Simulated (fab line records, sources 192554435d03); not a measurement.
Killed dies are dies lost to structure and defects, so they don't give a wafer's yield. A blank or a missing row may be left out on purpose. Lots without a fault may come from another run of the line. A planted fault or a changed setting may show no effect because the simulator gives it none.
One fault seen from 2 desks | flow n5_finfet | each desk has only its own numbers; what lay behind them comes last

THE DEFECT DESK
What the inspections along the route counted, lot by lot: means of the sampled wafers that have a number. A lot is out of limits, marked OUT, if its mean lies more than 4 standard deviations from the usual mean; the brackets give that distance.
Columns: A = raw_defect_count at N5_BEOL_M4_INSPECT_59, usual 67
lot  | first seen here | A
L557 | day 8 09:46     | 60
L556 | day 8 18:52     | 82
L564 | day 10 14:14    | 102
L563 | day 10 20:58    | 56
L562 | day 11 00:59    | 48
L569 | day 12 19:28    | 55
L574 | day 13 22:35    | 72
L572 | day 13 23:22    | 66
L575 | day 14 05:42    | 48
L576 | day 14 18:46    | 65
L577 | day 14 18:59    | 62
L579 | day 15 04:50    | 49
This desk's finding: nothing out of limits on any of the 12 lots.

THE TOOL OWNER'S DESK: litho_track-04
The tool's own readings at N5_BEOL_M5_COAT_59 (time 60 s, resist thk 60 nm): means of the sampled wafers that have a number, for each lot that ran on this tool. A lot is out of limits, marked OUT, if its mean lies more than 4 standard deviations from the usual mean; the brackets give that distance.
Columns: A = heater_power_total_W at N5_BEOL_M5_COAT_59, usual 500.4 W; B = resist_line_temp_C at N5_BEOL_M5_COAT_59, usual 22.98 C; C = spin_speed_rpm at N5_BEOL_M5_COAT_59, usual 1500.1 rpm
lot  | first seen here | A     | B     | C
L557 | day 8 12:01     | 500.0 | 22.93 | 1500.7
L556 | day 8 20:38     | 502.0 | 23.00 | 1500.8
L564 | day 10 17:19    | 501.3 | 22.95 | 1699.2 (+99 or more) OUT
L563 | day 10 22:44    | 501.1 | 23.06 | 1697.8 (+99 or more) OUT
L562 | day 11 04:37    | 502.0 | 22.99 | 1699.6 (+99 or more) OUT
L572 | day 14 02:04    | 499.8 | 22.97 | 1499.8
L575 | day 14 08:18    | 500.1 | 23.05 | 1499.1
L576 | day 14 21:19    | 499.7 | 22.86 | 1500.3
L579 | day 15 06:49    | 500.4 | 22.94 | 1500.0
This desk's finding: out of limits on L562, L563, L564; first on L564, day 10 17:19 (spin_speed_rpm at N5_BEOL_M5_COAT_59). In limits: L557, L556, L572, L575, L576, L579.

PUT TOGETHER
The tool owner's desk could have raised an alarm at day 10 17:19, on L562, L563, L564.
The defect desk saw nothing out of limits.
The defect desk has L562, L563, L564 on record, within its limits.
Of the lots named, all ran N5_BEOL_M5_COAT_59 on litho_track-04.

WHAT THE SIMULATOR HAD PUT IN
Process parameter drift: litho_track-04, from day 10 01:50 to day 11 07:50, at N5_BEOL_M5_COAT_59. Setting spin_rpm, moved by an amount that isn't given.
Lots struck among those shown: L562, L563, L564.
Hours from the fault's start to each desk's first reading out of limits: the tool owner's desk, 15.
